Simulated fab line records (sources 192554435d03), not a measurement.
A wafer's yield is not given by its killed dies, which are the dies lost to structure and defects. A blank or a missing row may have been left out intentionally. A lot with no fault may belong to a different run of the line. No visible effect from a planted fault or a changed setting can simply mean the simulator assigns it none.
fab line records ; flow n5-finfet
[record] lots = 10; wafers = 30; last-day = 17
route steps=1938 shown ZERO_LAYER@9 WELL_APT@28 BEOL_M4@1111
lots that met no fault: from a run of the same line without faults
start-h: hours from the record's first day to the start of the lot's first wafer shown ; wait-h: hours elapsed since this lot's preceding step ; " identical to the entry in the row above ; L1.1+2: several wafers, shown together as one row ; - no value, or no start was given ; * or withheld: withheld ; < > ~ a bound
route shown NAME@n: a module of which the file shows steps, and the number in the route of the first ; usual: mean/standard deviation of fault-free wafers ; same: alike in all rows ; chamber/n: place in a boat ; sites: per-site readings ; _std_site: the standard deviation of these ; _edge_site: mean of outer sites minus mean of inner sites ; radius-mm: how far each site lies from the wafer's centre ; mask NAME#n: copy n ; behind: the tool/chamber that last shaped the wafer ; hold: why the lot went on hold/how many hours it stayed there/how the hold came to an end ; device: the transistor (n, p or np) that didn't switch ; end of line: at the end of the route, the tests of the same wafers ; a step without rows: its recipe alone ; killed: dies that structure and defects cost at the first sort, which is not the same as the wafer's yield ; map: a wafer's dies, marking killed ones x, the rest . and places with no die _
set.NAME: setting as actually run; set.NAME@STEP: the setting as run at that earlier step ; model.NAME: the simulator's own value behind a step, which no gauge read
one table for each step of the route and one row for each wafer, over a sample of lots
services: when a tool's chamber went out of use (start-h, in hours from the record's first day, below 0 if earlier), for how many hours, and the reason
[[steps]]
[step N5_ZERO_LAYER_EXPOSE_08]
[recipe] mask-id = ZERO; na = 0.55; source-shape = conventional; sigma-outer = 0.8; polarization = unpolarized; defocus-nm = 0; target-cd-nm = 2000; dose-mj = 16.2
[usual] exposure-dose-mJ-cm2 = 16.193/0.017
lot.wafer;tool;chamber;start-h;wait-h;mask;exposure-dose-mJ-cm2
L989.2;krf-scanner-01;0;18.60;-;ZERO#0;16.187
L989.4;krf-scanner-01;0;18.60;-;ZERO#0;16.206
L989.5;krf-scanner-01;0;18.60;-;ZERO#0;16.209
L990.1;krf-scanner-02;0;24.59;-;ZERO#0;16.223
L990.4;krf-scanner-02;0;24.59;-;ZERO#0;16.179
L990.5;krf-scanner-02;0;24.59;-;ZERO#0;16.197
L991.3;krf-scanner-02;0;30.48;-;ZERO#0;16.184
L991.5;krf-scanner-02;0;30.48;-;ZERO#0;16.183
L991.6;krf-scanner-02;0;30.48;-;ZERO#0;16.193
L992.1;krf-scanner-02;0;36.47;-;ZERO#0;16.228
L992.2;krf-scanner-02;0;36.47;-;ZERO#0;16.187
L992.5;krf-scanner-02;0;36.47;-;ZERO#0;16.226
L994.2;krf-scanner-01;0;48.60;-;ZERO#0;16.162
L994.3;krf-scanner-01;0;48.60;-;ZERO#0;16.173
L994.5;krf-scanner-01;0;48.60;-;ZERO#0;16.166
L997.1;krf-scanner-01;0;66.63;-;ZERO#0;16.182
L997.2;krf-scanner-01;0;66.63;-;ZERO#0;16.188
L997.6;krf-scanner-01;0;66.63;-;ZERO#0;16.162
L998.1;krf-scanner-02;0;72.61;-;ZERO#0;16.211
L998.4;krf-scanner-02;0;72.61;-;ZERO#0;16.218
L998.5;krf-scanner-02;0;72.61;-;ZERO#0;16.210
L100.3;krf-scanner-01;0;84.60;-;ZERO#0;16.182
L100.4;krf-scanner-01;0;84.60;-;ZERO#0;16.178
L100.5;krf-scanner-01;0;84.60;-;ZERO#0;16.182
L107.1;krf-scanner-01;0;126.47;-;ZERO#0;16.560
L107.3;krf-scanner-01;0;126.47;-;ZERO#0;16.529
L107.5;krf-scanner-01;0;126.47;-;ZERO#0;16.542
L109.2;krf-scanner-01;0;138.61;-;ZERO#0;16.480
L109.3;krf-scanner-01;0;138.61;-;ZERO#0;16.455
L109.6;krf-scanner-01;0;138.61;-;ZERO#0;16.464
[step N5_WELL_APT_CD_MEAS_08]
[recipe] target-cd-nm = 200; landing-energy-ev = 500; detector = se-inlens
[usual] cd-nm = 199.5/1.5
lot.wafer;tool;chamber;start-h;wait-h;cd-nm
L989.2;cd-sem-01;0;19.68;-;199.8
L989.4;cd-sem-01;0;19.68;-;199.9
L989.5;cd-sem-01;0;19.68;-;200.7
L990.1;cd-sem-01;0;25.68;-;195.5
L990.4;cd-sem-01;0;25.68;-;198.7
L990.5;cd-sem-01;0;25.68;-;198.0
L991.3;cd-sem-03;0;31.69;-;201.9
L991.5;cd-sem-03;0;31.69;-;198.1
L991.6;cd-sem-03;0;31.69;-;198.9
L992.1;cd-sem-03;0;37.73;-;202.6
L992.2;cd-sem-03;0;37.73;-;200.2
L992.5;cd-sem-03;0;37.73;-;198.7
L994.2;cd-sem-01;0;49.68;-;199.0
L994.3;cd-sem-01;0;49.68;-;199.3
L994.5;cd-sem-01;0;49.68;-;199.1
L997.1;cd-sem-02;0;67.72;-;199.0
L997.2;cd-sem-02;0;67.72;-;197.9
L997.6;cd-sem-02;0;67.72;-;195.9
L998.1;cd-sem-03;0;73.70;-;200.2
L998.4;cd-sem-03;0;73.70;-;201.0
L998.5;cd-sem-03;0;73.70;-;198.7
L100.3;cd-sem-03;0;85.68;-;201.1
L100.4;cd-sem-03;0;85.68;-;199.1
L100.5;cd-sem-03;0;85.68;-;197.3
L107.1;cd-sem-02;0;127.56;-;198.6
L107.3;cd-sem-02;0;127.56;-;198.7
L107.5;cd-sem-02;0;127.56;-;196.6
L109.2;cd-sem-02;0;139.87;-;199.1
L109.3;cd-sem-02;0;139.87;-;197.3
L109.6;cd-sem-02;0;139.87;-;198.0
[step N5_WELL_APT_INSPECT_10]
[recipe] mode = adi; inspect-instrument = macro
[usual] raw-defect-count = 2.0/1.5
lot.wafer;tool;chamber;start-h;wait-h;raw-defect-count
L989.2;defect-inspect-02;-;19.73;0.0;2
L989.4;defect-inspect-02;-;19.73;0.0;1
L989.5;defect-inspect-02;-;19.73;0.0;3
L990.1;defect-inspect-02;-;25.74;0.0;2
L990.4;defect-inspect-02;-;25.74;0.0;2
L990.5;defect-inspect-02;-;25.74;0.0;2
L991.3;defect-inspect-01;-;31.74;0.0;2
L991.5;defect-inspect-01;-;31.74;0.0;4
L991.6;defect-inspect-01;-;31.74;0.0;4
L992.1;defect-inspect-02;-;37.78;0.0;0
L992.2;defect-inspect-02;-;37.78;0.0;6
L992.5;defect-inspect-02;-;37.78;0.0;2
L994.2;defect-inspect-01;-;49.73;0.0;1
L994.3;defect-inspect-01;-;49.73;0.0;0
L994.5;defect-inspect-01;-;49.73;0.0;2
L997.1;defect-inspect-01;-;67.78;0.0;2
L997.2;defect-inspect-01;-;67.78;0.0;2
L997.6;defect-inspect-01;-;67.78;0.0;2
L998.1;defect-inspect-01;-;73.76;0.0;0
L998.4;defect-inspect-01;-;73.76;0.0;1
L998.5;defect-inspect-01;-;73.76;0.0;3
L100.3;defect-inspect-01;-;85.74;0.0;3
L100.4;defect-inspect-01;-;85.74;0.0;0
L100.5;defect-inspect-01;-;85.74;0.0;2
L107.1;defect-inspect-01;-;127.61;0.0;3
L107.3;defect-inspect-01;-;127.61;0.0;4
L107.5;defect-inspect-01;-;127.61;0.0;2
L109.2;defect-inspect-01;-;139.92;0.0;3
L109.3;defect-inspect-01;-;139.92;0.0;0
L109.6;defect-inspect-01;-;139.92;0.0;4
[step N5_WELL_APT_RTA_34]
[recipe] temp-c = 1000; time-s = 10; ambient = N2; idle-temp-c = 600; ramp-up-c-per-s = 150; ramp-down-c-per-s = 60; cool-to-c = 600
[usual] lamp-power-pct = 13.00/0.055; lamp_zone_4_pct = 12.99/0.03; wafer_temp_C_max = 1003.5/1.1
lot.wafer;tool;chamber;start-h;wait-h;lamp-power-pct;lamp_zone_4_pct;wafer_temp_C_max
L989.2;rtp-anneal-02;0;21.93;0.1;12.98;12.96;1002.2
L989.4;rtp-anneal-02;0;21.93;0.1;12.96;13.01;1003.9
L989.5;rtp-anneal-02;0;21.93;0.1;13.04;12.95;1003.8
L990.1;rtp-anneal-02;0;27.95;0.3;13.00;12.99;1004.8
L990.4;rtp-anneal-02;0;27.95;0.3;12.94;13.00;1003.5
L990.5;rtp-anneal-02;0;27.95;0.3;13.03;12.98;1002.9
L991.3;rtp-anneal-02;0;34.12;0.1;13.04;12.96;1002.9
L991.5;rtp-anneal-02;0;34.12;0.1;12.93;12.97;1003.0
L991.6;rtp-anneal-02;0;34.12;0.1;13.03;12.96;1002.0
L992.1;rtp-anneal-01;0;39.86;0.2;13.00;12.98;1003.1
L992.2;rtp-anneal-01;0;39.86;0.2;13.01;13.02;1002.1
L992.5;rtp-anneal-01;0;39.86;0.2;13.04;13.03;1000.9
L994.2;rtp-anneal-02;0;52.08;0.0;13.01;12.96;1002.6
L994.3;rtp-anneal-02;0;52.08;0.0;12.92;13.04;1002.6
L994.5;rtp-anneal-02;0;52.08;0.0;12.95;12.98;1002.6
L997.1;rtp-anneal-01;0;69.70;0.0;13.05;12.99;1004.7
L997.2;rtp-anneal-01;0;69.70;0.0;13.03;12.99;1003.7
L997.6;rtp-anneal-01;0;69.70;0.0;13.03;13.02;1001.6
L998.1;rtp-anneal-01;0;75.82;0.0;13.08;12.96;1003.8
L998.4;rtp-anneal-01;0;75.82;0.0;12.99;12.97;1003.4
L998.5;rtp-anneal-01;0;75.82;0.0;12.97;13.00;1003.1
L100.3;rtp-anneal-01;0;87.86;0.1;12.95;12.99;1003.3
L100.4;rtp-anneal-01;0;87.86;0.1;13.01;13.05;1002.7
L100.5;rtp-anneal-01;0;87.86;0.1;12.88;12.93;1003.9
L107.1;rtp-anneal-01;0;129.57;0.0;13.04;12.95;1003.3
L107.3;rtp-anneal-01;0;129.57;0.0;12.93;13.03;1003.7
L107.5;rtp-anneal-01;0;129.57;0.0;13.02;12.95;1004.1
L109.2;rtp-anneal-02;0;141.99;0.0;12.97;12.97;1002.1
L109.3;rtp-anneal-02;0;141.99;0.0;12.92;12.96;1004.8
L109.6;rtp-anneal-02;0;141.99;0.0;13.11;12.97;1003.8
[step N5_BEOL_M4_RC_MEAS_101]
[usual] DIBL_N = 36.4/1.7; DIBL_P = 36.4/2.1; IOFF_N = 0.16/0.035; IOFF_P = 0.21/0.035; ION_N = 680/11; ION_P = 465/6.8; SS_N = 71.5/0.58; SS_P = 73.2/0.72; VT_N = 249/3.6; VT_P = -250/3.1
lot.wafer;tool;chamber;start-h;wait-h;DIBL_N[mV/V];DIBL_P[mV/V];IOFF_N[nA/um];IOFF_P[nA/um];ION_N[uA/um];ION_P[uA/um];SS_N[mV/dec];SS_P[mV/dec];VT_N[mV];VT_P[mV]
L989.2;prober-02;0;176.91;0.2;34.6;34.5;0.14;0.19;669;462;71.7;72.8;252;-248
L989.4;prober-02;0;176.91;0.2;34.0;33.7;0.13;0.17;667;460;71.6;72.1;253;-253
L989.5;prober-02;0;176.91;0.2;37.1;37.9;0.18;0.23;689;467;71.5;73.1;246;-247
L990.1;prober-01;0;181.62;0.0;36.0;37.7;0.17;0.24;685;469;71.2;73.6;248;-250
L990.4;prober-01;0;181.62;0.0;35.2;36.5;0.16;0.22;686;471;71.3;73.5;249;-250
L990.5;prober-01;0;181.62;0.0;37.9;39.5;0.22;0.28;693;476;72.1;74.4;247;-246
L991.3;prober-01;0;191.48;0.3;35.5;36.7;0.17;0.22;701;472;71.6;73.9;246;-246
L991.5;prober-01;0;191.48;0.3;36.5;37.4;0.20;0.23;691;463;71.4;73.5;246;-246
L991.6;prober-01;0;191.48;0.3;34.6;35.5;0.16;0.19;686;464;71.5;73.5;250;-251
L992.1;prober-02;0;213.96;0.0;35.7;37.8;0.17;0.19;678;457;71.7;73.8;250;-254
L992.2;prober-02;0;213.96;0.0;34.6;35.9;0.14;0.17;662;451;71.5;73.2;252;-256
L992.5;prober-02;0;213.96;0.0;36.0;37.8;0.18;0.20;680;459;71.9;74.4;247;-251
L994.2;prober-01;0;214.45;0.2;36.3;35.4;0.15;0.22;689;472;71.8;73.4;252;-248
L994.3;prober-01;0;214.45;0.2;34.1;33.1;0.13;0.19;670;466;71.3;72.8;252;-246
L994.5;prober-01;0;214.45;0.2;36.1;35.0;0.15;0.22;683;474;71.7;73.1;252;-246
L997.1;prober-02;0;218.23;0.0;36.5;36.4;0.14;0.19;686;472;72.0;73.6;251;-252
L997.2;prober-02;0;218.23;0.0;38.0;39.3;0.19;0.24;693;474;71.2;73.5;249;-249
L997.6;prober-02;0;218.23;0.0;40.3;42.2;0.24;0.30;701;475;72.4;74.3;244;-245
L998.1;prober-01;0;220.75;0.0;37.7;36.4;0.19;0.24;697;474;71.9;73.2;244;-246
L998.4;prober-01;0;220.75;0.0;35.5;33.3;0.13;0.18;655;457;71.9;72.4;252;-252
L998.5;prober-01;0;220.75;0.0;35.9;34.8;0.14;0.21;682;469;71.6;72.8;246;-246
L100.3;prober-01;0;247.19;0.3;35.3;34.5;0.14;0.18;679;463;71.1;72.3;250;-252
L100.4;prober-01;0;247.19;0.3;35.7;34.5;0.15;0.20;679;461;71.2;72.8;248;-249
L100.5;prober-01;0;247.19;0.3;36.4;34.9;0.16;0.20;678;459;71.6;73.1;247;-252
L109.2;prober-02;0;293.39;0.2;39.5;40.4;0.24;0.28;686;463;73.2;74.5;243;-247
L109.3;prober-02;0;293.39;0.2;37.7;37.7;0.19;0.23;702;471;71.0;73.2;243;-249
L109.6;prober-02;0;293.39;0.2;41.5;42.8;0.31;0.32;717;480;72.9;75.0;239;-245
L107.1;prober-01;0;296.75;0.0;36.3;34.1;0.15;0.21;680;469;71.4;73.1;249;-249
L107.3;prober-01;0;296.75;0.0;38.7;36.9;0.20;0.25;689;472;72.1;73.9;247;-248
L107.5;prober-01;0;296.75;0.0;38.8;36.5;0.21;0.24;686;465;71.3;73.6;247;-248
[[services]]
tool;chamber;start-h;hours;kind
krf-scanner-01;-;4.30;4.2;repair
krf-scanner-02;-;23.06;1.0;pm
krf-scanner-02;-;26.75;1.5;repair
krf-scanner-02;-;57.15;0.9;repair
krf-scanner-01;-;58.57;1.3;pm
krf-scanner-02;-;65.91;0.8;pm
krf-scanner-02;-;79.00;1.3;pm
rtp-anneal-02;-;84.60;0.9;pm
krf-scanner-01;-;91.50;1.0;repair
krf-scanner-01;-;94.46;0.8;pm
krf-scanner-01;-;112.18;1.0;pm
krf-scanner-02;0;135.18;-;calibration
[[key]]
[first-sign] step = N5_ZERO_LAYER_EXPOSE_08; reading = exposure-dose-mJ-cm2; direction = up; sigmas = 19; usual = 16.193; struck = 16.505
effect none on later readings
met-at N5_ZERO_LAYER_EXPOSE_08
struck-lots L107,L109
[loop-trim] step = N5_ZERO_LAYER_EXPOSE_08; setting = dose; lots = L109
not-acting-at N5_WELL_APT_CD_MEAS_08,N5_WELL_APT_INSPECT_10,N5_WELL_APT_RTA_34
onset-between 84.60 126.47
[fault] kind = process-parameter-drift; tool = krf-scanner-01; chamber = -; onset-h = 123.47; steps = N5_ZERO_LAYER_EXPOSE_08; channel = dose-mj; offset = 0.34919; shape = step; acts-in = these-recipes-only; stated = 16.2
// loop-trim: a control loop set the setting to another value than it would have without faults
